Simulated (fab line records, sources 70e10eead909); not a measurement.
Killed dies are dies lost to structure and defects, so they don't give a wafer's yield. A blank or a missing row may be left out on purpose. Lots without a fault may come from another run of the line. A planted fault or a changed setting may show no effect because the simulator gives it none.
Which tool did it? | flow nand_harc | 24 lots, 72 wafers sampled, at 6 steps of a route of 1302

WHAT THE GAUGES READ, wafer by wafer
The record holds no reading of a measuring or inspecting step that can be judged against a usual standard deviation.

WHICH TOOL RAN EACH LOT (tool, then ch and the chambers of the sampled wafers, then the start)
lot  | NHARC_P_STI_ETCH_42                | NHARC_P_GATE_DEP_103            | NHARC_P_GATE_HM_OPEN_105                      | NHARC_P_GATE_STRIP_112               | NHARC_P_GATE_STRIP_95                | NHARC_P_GATE_DEGAS_109
L074 | rie_diel-03 ch 0,1, day 3 03:17    | pecvd-02 ch 0,2, day 5 09:31    | rie_diel-01 ch 0,1,3, day 6 00:26 or earlier  | plasma_asher-01 ch 0,1, day 6 00:26  | plasma_asher-01 ch 0,1, day 6 02:58  | pvd_sputter-01, day 6 03:50
L075 | rie_diel-03 ch 1,2,3, day 3 08:25  | pecvd-02 ch 0,1, day 5 08:53    | rie_diel-01 ch 0,1,2, day 5 23:47 or earlier  | plasma_asher-02 ch 0,1, day 5 23:47  | plasma_asher-02 ch 0,1, day 6 02:05  | pvd_sputter-03, day 6 02:58
L076 | rie_diel-06 ch 0,1,2, day 3 17:50  | pecvd-02 ch 0,1,2, day 5 22:25  | rie_diel-10 ch 0,1,2, day 6 13:11 or earlier  | plasma_asher-02 ch 0,1, day 6 13:11  | plasma_asher-02 ch 0,1, day 6 15:38  | pvd_sputter-03, day 6 16:31
L077 | rie_diel-06 ch 1,2, day 4 03:15    | pecvd-03 ch 0,1,2, day 6 16:43  | rie_diel-10 ch 0,2,3, day 7 07:42 or earlier  | plasma_asher-02 ch 0,1, day 7 07:42  | plasma_asher-02 ch 0,1, day 7 10:16  | pvd_sputter-01, day 7 11:08
L078 | rie_diel-03 ch 1,2, day 4 13:41    | pecvd-03 ch 0,1, day 6 19:04    | rie_diel-10 ch 0,2,3, day 7 09:56 or earlier  | plasma_asher-01 ch 0, day 7 09:56    | plasma_asher-02 ch 0,1, day 7 12:24  | pvd_sputter-03, day 7 13:17
L079 | rie_diel-03 ch 0,1,3, day 5 00:10  | pecvd-04 ch 0,2, day 7 02:13    | rie_diel-01 ch 0,1,2, day 7 19:32 or earlier  | plasma_asher-01 ch 0,1, day 7 19:32  | plasma_asher-02 ch 0,1, day 7 21:52  | pvd_sputter-01, day 7 22:43
L080 | rie_diel-08 ch 0,1, day 5 09:41    | pecvd-02 ch 1,2, day 7 14:11    | rie_diel-13 ch 0,3, day 8 05:10 or earlier    | plasma_asher-02 ch 0,1, day 8 05:10  | plasma_asher-01 ch 0,1, day 8 07:37  | pvd_sputter-02, day 8 08:29
L081 | rie_diel-03 ch 0,2,3, day 5 18:16  | pecvd-03 ch 0,2, day 7 18:39    | rie_diel-10 ch 0,2,3, day 8 09:26 or earlier  | plasma_asher-01 ch 0,1, day 8 09:26  | plasma_asher-01 ch 0,1, day 8 11:46  | pvd_sputter-02, day 8 12:37
L082 | rie_diel-08 ch 0,1, day 6 04:27    | pecvd-04 ch 0,1,2, day 8 07:53  | rie_diel-13 ch 0,2,3, day 8 22:44 or earlier  | plasma_asher-02 ch 0,1, day 8 22:44  | plasma_asher-01 ch 0,1, day 9 00:58  | pvd_sputter-02, day 9 01:50
L083 | rie_diel-08 ch 2,3, day 6 13:38    | pecvd-02 ch 0,1, day 8 12:55    | rie_diel-10 ch 0,1,2, day 9 03:50 or earlier  | plasma_asher-01 ch 0,1, day 9 03:50  | plasma_asher-02 ch 0,1, day 9 06:13  | pvd_sputter-02, day 9 07:13
L084 | rie_diel-06 ch 1,2,3, day 6 23:43  | pecvd-04 ch 0,2, day 9 03:37    | rie_diel-13 ch 0,1,3, day 9 19:10 or earlier  | plasma_asher-02 ch 0,1, day 9 19:10  | plasma_asher-02 ch 0,1, day 9 21:28  | pvd_sputter-01, day 9 22:21
L085 | rie_diel-06 ch 0,1, day 7 08:31    | pecvd-03 ch 0,1,2, day 9 11:19  | rie_diel-10 ch 0,2,3, day 10 02:10 or earlier | plasma_asher-02 ch 0,1, day 10 02:10 | plasma_asher-01 ch 0,1, day 10 04:24 | pvd_sputter-01, day 10 05:15
L086 | rie_diel-08 ch 0,2,3, day 7 18:31  | pecvd-02 ch 0,2, day 10 09:46   | rie_diel-13 ch 0,1, day 11 00:50 or earlier   | plasma_asher-01 ch 0,1, day 11 00:50 | plasma_asher-02 ch 0,1, day 11 03:16 | pvd_sputter-03, day 11 04:08
L087 | rie_diel-08 ch 0,1, day 8 08:44    | pecvd-03 ch 0,1, day 11 02:05   | rie_diel-01 ch 0,3, day 11 16:50 or earlier   | plasma_asher-01 ch 0,1, day 11 16:50 | plasma_asher-01 ch 0,1, day 11 19:19 | pvd_sputter-01, day 11 20:14
L088 | rie_diel-03 ch 0,1,2, day 8 16:59  | pecvd-04 ch 1,2, day 11 02:04   | rie_diel-13 ch 1,2,3, day 11 17:45 or earlier | plasma_asher-01 ch 0,1, day 11 17:45 | plasma_asher-02 ch 0,1, day 11 20:09 | pvd_sputter-01, day 11 21:02
L089 | rie_diel-03 ch 0,3, day 9 03:22    | pecvd-02 ch 0,1,2, day 11 09:53 | rie_diel-01 ch 0,2,3, day 12 01:04 or earlier | plasma_asher-01 ch 0,1, day 12 01:04 | plasma_asher-01 ch 0,1, day 12 07:26 | pvd_sputter-02, day 12 08:17
L090 | rie_diel-08 ch 0,2, day 9 15:08    | pecvd-04 ch 0,1, day 11 23:29   | rie_diel-01 ch 0,3, day 12 14:19 or earlier   | plasma_asher-02 ch 0,1, day 12 14:19 | plasma_asher-02 ch 0,1, day 12 16:45 | pvd_sputter-02, day 12 17:37
L091 | rie_diel-06 ch 2,3, day 10 02:06   | pecvd-02 ch 0,1,2, day 12 13:26 | rie_diel-01 ch 1,3, day 13 04:07 or earlier   | plasma_asher-02 ch 0,1, day 13 04:07 | plasma_asher-02 ch 0,1, day 13 06:23 | pvd_sputter-02, day 13 07:16
L092 | rie_diel-08 ch 0,1,3, day 10 11:04 | pecvd-04 ch 1,2, day 12 21:46   | rie_diel-10 ch 1,2,3, day 13 12:35 or earlier | plasma_asher-02 ch 0,1, day 13 12:35 | plasma_asher-02 ch 0,1, day 13 14:54 | pvd_sputter-02, day 13 15:46
L093 | rie_diel-08 ch 0,1, day 10 22:01   | pecvd-03 ch 0,1, day 13 03:54   | rie_diel-10 ch 0,2, day 13 19:12 or earlier   | plasma_asher-02 ch 0,1, day 13 19:12 | plasma_asher-01 ch 0,1, day 13 21:34 | pvd_sputter-03, day 13 22:25
L094 | rie_diel-06 ch 1,2,3, day 11 05:17 | pecvd-04 ch 0,1,2, day 13 08:13 | rie_diel-01 ch 1,2,3, day 13 22:55 or earlier | plasma_asher-02 ch 0,1, day 13 22:55 | plasma_asher-01 ch 0,1, day 14 01:19 | pvd_sputter-03, day 14 02:10
L095 | rie_diel-08 ch 0,1,3, day 11 13:22 | pecvd-03 ch 0,1,2, day 13 19:52 | rie_diel-13 ch 1,2, day 14 10:40 or earlier   | plasma_asher-02 ch 0,1, day 14 10:40 | plasma_asher-01 ch 0,1, day 14 13:01 | pvd_sputter-02, day 14 13:55
L096 | rie_diel-08 ch 2,3, day 12 03:17   | pecvd-04 ch 0,2, day 14 05:18   | rie_diel-13 ch 0,2,3, day 14 20:04 or earlier | plasma_asher-02 ch 0,1, day 14 20:04 | plasma_asher-01 ch 0,1, day 14 22:26 | pvd_sputter-03, day 14 23:22
L097 | rie_diel-03 ch 0,2, day 12 10:44   | pecvd-04 ch 1,2, day 14 10:09   | rie_diel-01 ch 0,1, day 15 01:08 or earlier   | plasma_asher-01 ch 0,1, day 15 01:08 | plasma_asher-02 ch 0,1, day 15 03:23 | pvd_sputter-01, day 15 04:16
- NHARC_P_STI_ETCH_42: etches the open film in N2/H2, target depth 80 nm, overetch 24 nm, time 61 s.
- NHARC_P_GATE_DEP_103: deposits SiON, target thk 30 nm.
- NHARC_P_GATE_HM_OPEN_105: chemistry O2/COS, target depth 360 nm.
- NHARC_P_GATE_STRIP_112: strips in N2/H2, time 200 s.
- NHARC_P_GATE_STRIP_95: strips in O2.
- NHARC_P_GATE_DEGAS_109: time 60 s.

WHAT THE TOOLS THEMSELVES READ (means of the sampled wafers that have a number; where no wafer has one, the mark that the record gives instead)
NHARC_P_STI_ETCH_42. Usual: drypump_motor_current_A 5.8 A, standard deviation 0.43; oes_product_au 1.001 a.u., standard deviation 0.0096; rf_vpp_V 430.0 V, standard deviation 3; showerhead_plenum_p_Torr 2.02 Torr, standard deviation 0.1; throttle_valve_pct 14.171 %, standard deviation 0.0093.
lot  | tool        | drypump_motor_current_A (A) | oes_product_au (a.u.) | rf_vpp_V (V) | showerhead_plenum_p_Torr (Torr) | throttle_valve_pct (%) | flag
L074 | rie_diel-03 | 5.3                         | 1.005                 | 430.5        | 2.04                            | 14.172                 |
L075 | rie_diel-03 | 5.2                         | 1.001                 | 431.3        | 2.10                            | 14.171                 |
L076 | rie_diel-06 | 6.1                         | 1.010                 | 430.9        | 2.06                            | 14.182                 |
L077 | rie_diel-06 | 6.4                         | 1.011                 | 429.3        | 2.01                            | 14.168                 |
L078 | rie_diel-03 | 5.1                         | 0.994                 | 430.2        | 2.05                            | 14.169                 |
L079 | rie_diel-03 | 5.4                         | 0.997                 | 431.2        | 2.08                            | 14.173                 |
L080 | rie_diel-08 | 6.1                         | 1.008                 | 426.1        | 1.90                            | 14.168                 |
L081 | rie_diel-03 | 5.5                         | 1.005                 | 433.6        | 2.14                            | 14.177                 |
L082 | rie_diel-08 | 6.0                         | 1.001                 | 427.2        | 1.91                            | 14.161                 |
L083 | rie_diel-08 | 5.6                         | 1.006                 | 429.8        | 2.01                            | 14.179                 |
L084 | rie_diel-06 | 6.1                         | 0.996                 | 430.5        | 2.04                            | 14.160                 |
L085 | rie_diel-06 | 5.8                         | 0.995                 | 432.0        | 2.10                            | 14.167                 |
L086 | rie_diel-08 | 5.8                         | 1.001                 | 428.2        | 1.96                            | 14.170                 |
L087 | rie_diel-08 | 6.1                         | 1.008                 | 426.7        | 1.89                            | 14.169                 |
L088 | rie_diel-03 | 5.4                         | 1.007                 | 432.2        | 2.10                            | 14.176                 |
L089 | rie_diel-03 | 5.7                         | 0.994                 | 432.2        | 2.13                            | 14.173                 |
L090 | rie_diel-08 | 5.8                         | 0.992                 | 428.1        | 1.95                            | 14.172                 |
L091 | rie_diel-06 | 6.2                         | 0.999                 | 428.6        | 1.99                            | 14.179                 |
L092 | rie_diel-08 | 6.0                         | 1.002                 | 426.6        | 1.90                            | 14.171                 |
L093 | rie_diel-08 | 6.0                         | 0.998                 | 426.6        | 1.90                            | 14.167                 |
L094 | rie_diel-06 | 6.1                         | 1.000                 | 431.2        | 2.03                            | 14.178                 |
L095 | rie_diel-08 | 6.0                         | 1.004                 | 426.4        | 1.90                            | 14.176                 |
L096 | rie_diel-08 | 5.7                         | 0.999                 | 428.5        | 1.96                            | 14.175                 |
L097 | rie_diel-03 | 5.7                         | 1.005                 | 434.0        | 2.14                            | 14.165                 |

NHARC_P_GATE_DEP_103. Usual: heater_power_w 776 W, standard deviation 90; susceptor_temp_C 399.99 C, standard deviation 0.23.
lot  | tool     | heater_power_w (W) | susceptor_temp_C (C) | flag
L074 | pecvd-02 | 778                | 399.70               |
L075 | pecvd-02 | 703                | 400.16               |
L076 | pecvd-02 | 753                | 399.91               |
L077 | pecvd-03 | 733                | 399.90               |
L078 | pecvd-03 | 699                | 400.08               |
L079 | pecvd-04 | 793                | 399.94               |
L080 | pecvd-02 | 693                | 399.91               |
L081 | pecvd-03 | 750                | 399.83               |
L082 | pecvd-04 | 802                | 400.28               |
L083 | pecvd-02 | 787                | 400.10               |
L084 | pecvd-04 | 872                | 399.93               |
L085 | pecvd-03 | 789                | 399.88               |
L086 | pecvd-02 | 764                | 399.74               |
L087 | pecvd-03 | 778                | 399.89               |
L088 | pecvd-04 | 705                | 400.18               |
L089 | pecvd-02 | 723                | 399.97               |
L090 | pecvd-04 | 810                | 399.91               |
L091 | pecvd-02 | 747                | 399.86               |
L092 | pecvd-04 | 794                | 399.88               |
L093 | pecvd-03 | 751                | 400.12               |
L094 | pecvd-04 | 814                | 399.98               |
L095 | pecvd-03 | 707                | 400.11               |
L096 | pecvd-04 | 835                | 400.01               |
L097 | pecvd-04 | 814                | 400.14               |

NHARC_P_GATE_HM_OPEN_105. Usual: drypump_motor_current_A 5.9 A, standard deviation 0.47; oes_product_au 1.000 a.u., standard deviation 0.013; rf_vpp_V 467 V, standard deviation 3.1; showerhead_plenum_p_Torr 3.09 Torr, standard deviation 0.14; throttle_valve_pct 28.330 %, standard deviation 0.0086.
lot  | tool        | drypump_motor_current_A (A) | oes_product_au (a.u.) | rf_vpp_V (V) | showerhead_plenum_p_Torr (Torr) | throttle_valve_pct (%) | flag
L074 | rie_diel-01 | 5.8                         | 1.013                 | 470          | 3.25                            | 28.322                 |
L075 | rie_diel-01 | 6.2                         | 0.996                 | 468          | 3.19                            | 28.329                 |
L076 | rie_diel-10 | 5.9                         | 1.001                 | 465          | 3.04                            | 28.325                 |
L077 | rie_diel-10 | 5.8                         | 1.002                 | 467          | 3.06                            | 28.329                 |
L078 | rie_diel-10 | 5.8                         | 0.997                 | 466          | 3.06                            | 28.334                 |
L079 | rie_diel-01 | 6.3                         | 1.006                 | 469          | 3.19                            | 28.319                 |
L080 | rie_diel-13 | 5.5                         | 1.003                 | 464          | 2.96                            | 28.325                 |
L081 | rie_diel-10 | 5.8                         | 0.989                 | 466          | 3.06                            | 28.344                 |
L082 | rie_diel-13 | 5.9                         | 1.002                 | 464          | 2.95                            | 28.325                 |
L083 | rie_diel-10 | 6.0                         | 0.999                 | 465          | 3.04                            | 28.332                 |
L084 | rie_diel-13 | 5.8                         | 0.995                 | 464          | 2.95                            | 28.327                 |
L085 | rie_diel-10 | 5.8                         | 1.003                 | 466          | 3.06                            | 28.332                 |
L086 | rie_diel-13 | 5.5                         | 1.002                 | 463          | 2.96                            | 28.329                 |
L087 | rie_diel-01 | 5.6                         | 1.003                 | 470          | 3.27                            | 28.319                 |
L088 | rie_diel-13 | 6.2                         | 0.995                 | 464          | 2.93                            | 28.334                 |
L089 | rie_diel-01 | 5.9                         | 1.007                 | 469          | 3.21                            | 28.335                 |
L090 | rie_diel-01 | 5.6                         | 1.004                 | 471          | 3.27                            | 28.336                 |
L091 | rie_diel-01 | 6.1                         | 1.007                 | 471          | 3.23                            | 28.330                 |
L092 | rie_diel-10 | 5.9                         | 1.001                 | 467          | 3.14                            | 28.328                 |
L093 | rie_diel-10 | 5.8                         | 1.003                 | 464          | 2.95                            | 28.336                 |
L094 | rie_diel-01 | 6.1                         | 1.011                 | 469          | 3.19                            | 28.336                 |
L095 | rie_diel-13 | 6.0                         | 1.013                 | 463          | 2.94                            | 28.332                 |
L096 | rie_diel-13 | 5.9                         | 0.989                 | 463          | 2.94                            | 28.330                 |
L097 | rie_diel-01 | 5.9                         | 1.015                 | 470          | 3.25                            | 28.334                 |

NHARC_P_GATE_STRIP_112. Usual: drypump_motor_current_A 5.7 A, standard deviation 0.37; heater_power_w 87 W, standard deviation 9.9; temp_c 109.99 C, standard deviation 0.13.
lot  | tool            | drypump_motor_current_A (A) | heater_power_w (W) | temp_c (C) | flag
L074 | plasma_asher-01 | 5.6                         | 98                 | 109.93     |
L075 | plasma_asher-02 | 5.5                         | 79                 | 110.17     |
L076 | plasma_asher-02 | 5.8                         | 80                 | 109.99     |
L077 | plasma_asher-02 | 5.5                         | 79                 | 110.04     |
L078 | plasma_asher-01 | 5.3                         | 102                | 109.90     |
L079 | plasma_asher-01 | 5.6                         | 99                 | 110.09     |
L080 | plasma_asher-02 | 5.5                         | 78                 | 109.98     |
L081 | plasma_asher-01 | 5.9                         | 96                 | 110.02     |
L082 | plasma_asher-02 | 5.7                         | 81                 | 109.87     |
L083 | plasma_asher-01 | 5.6                         | 100                | 110.00     |
L084 | plasma_asher-02 | 5.7                         | 81                 | 110.07     |
L085 | plasma_asher-02 | 5.8                         | 81                 | 110.09     |
L086 | plasma_asher-01 | 5.6                         | 101                | 109.96     |
L087 | plasma_asher-01 | 5.8                         | 97                 | 110.04     |
L088 | plasma_asher-01 | 5.8                         | 97                 | 109.84     |
L089 | plasma_asher-01 | 5.6                         | 100                | 110.08     |
L090 | plasma_asher-02 | 5.7                         | 81                 | 110.00     |
L091 | plasma_asher-02 | 5.7                         | 80                 | 109.95     |
L092 | plasma_asher-02 | 5.5                         | 79                 | 109.91     |
L093 | plasma_asher-02 | 5.8                         | 81                 | 109.98     |
L094 | plasma_asher-02 | 5.7                         | 81                 | 109.90     |
L095 | plasma_asher-02 | 5.5                         | 79                 | 110.04     |
L096 | plasma_asher-02 | 5.5                         | 80                 | 110.00     |
L097 | plasma_asher-01 | 5.6                         | 100                | 109.91     |

NHARC_P_GATE_STRIP_95. Usual: drypump_motor_current_A 5.7 A, standard deviation 0.37; heater_power_w 331 W, standard deviation 38; temp_c 250.02 C, standard deviation 0.16.
lot  | tool            | drypump_motor_current_A (A) | heater_power_w (W) | temp_c (C) | flag
L074 | plasma_asher-01 | 5.6                         | 367                | 249.83     |
L075 | plasma_asher-02 | 5.5                         | 299                | 250.17     |
L076 | plasma_asher-02 | 5.7                         | 301                | 249.95     |
L077 | plasma_asher-02 | 5.7                         | 301                | 249.88     |
L078 | plasma_asher-02 | 5.7                         | 297                | 250.06     |
L079 | plasma_asher-02 | 5.8                         | 298                | 249.89     |
L080 | plasma_asher-01 | 5.6                         | 374                | 249.95     |
L081 | plasma_asher-01 | 5.8                         | 363                | 250.28     |
L082 | plasma_asher-01 | 5.8                         | 363                | 250.21     |
L083 | plasma_asher-02 | 5.8                         | 298                | 249.92     |
L084 | plasma_asher-02 | 5.7                         | 299                | 249.96     |
L085 | plasma_asher-01 | 5.9                         | 362                | 250.18     |
L086 | plasma_asher-02 | 5.5                         | 295                | 249.87     |
L087 | plasma_asher-01 | 5.9                         | 360                | 250.02     |
L088 | plasma_asher-02 | 5.8                         | 306                | 250.05     |
L089 | plasma_asher-01 | 5.9                         | 359                | 249.98     |
L090 | plasma_asher-02 | 5.5                         | 296                | 250.11     |
L091 | plasma_asher-02 | 5.7                         | 304                | 250.06     |
L092 | plasma_asher-02 | 5.5                         | 296                | 250.09     |
L093 | plasma_asher-01 | 5.8                         | 363                | 249.88     |
L094 | plasma_asher-01 | 5.8                         | 363                | 249.87     |
L095 | plasma_asher-01 | 5.8                         | 366                | 250.17     |
L096 | plasma_asher-01 | 5.8                         | 361                | 249.98     |
L097 | plasma_asher-02 | 5.8                         | 300                | 249.97     |

NHARC_P_GATE_DEGAS_109. Usual: heater_power_w 482 W, standard deviation 43; susceptor_temp_C 300.04 C, standard deviation 0.2.
lot  | tool           | heater_power_w (W) | susceptor_temp_C (C) | flag
L074 | pvd_sputter-01 | 503                | 299.93               |
L075 | pvd_sputter-03 | 424                | 300.03               |
L076 | pvd_sputter-03 | 470                | 300.21               |
L077 | pvd_sputter-01 | 489                | 299.71               |
L078 | pvd_sputter-03 | 472                | 300.09               |
L079 | pvd_sputter-01 | 484                | 300.05               |
L080 | pvd_sputter-02 | 461                | 300.14               |
L081 | pvd_sputter-02 | 483                | 300.05               |
L082 | pvd_sputter-02 | 490                | 300.22               |
L083 | pvd_sputter-02 | 454                | 299.95               |
L084 | pvd_sputter-01 | 463                | 300.06               |
L085 | pvd_sputter-01 | 480                | 300.01               |
L086 | pvd_sputter-03 | 525                | 299.95               |
L087 | pvd_sputter-01 | 442                | 299.79               |
L088 | pvd_sputter-01 | 468                | 300.04               |
L089 | pvd_sputter-02 | 465                | 300.10               |
L090 | pvd_sputter-02 | 493                | 300.23               |
L091 | pvd_sputter-02 | 480                | 299.99               |
L092 | pvd_sputter-02 | 470                | 300.11               |
L093 | pvd_sputter-03 | 482                | 300.19               |
L094 | pvd_sputter-03 | 491                | 300.16               |
L095 | pvd_sputter-02 | 492                | 300.00               |
L096 | pvd_sputter-03 | 498                | 300.05               |
L097 | pvd_sputter-01 | 522                | 300.11               |

THE ANSWER, worked out from the rows above alone
Rule: a lot is off if the mean of its wafers that have a number lies more than 3 standard deviations from the usual mean. A lot without any number at a reading at which 4 lots or more have one is off too. The other lots that the step has rows for count as sound. The gauges are gone through in route order, then the tools' own readings, and for those a lot's mean is taken as printed above. The first step at which some lot is off is used, and at that step the reading that is off furthest; a lot without a number counts as furthest.
No lot is off at any reading shown: from this, nothing can be told.

WHAT THE SIMULATOR HAD PUT IN
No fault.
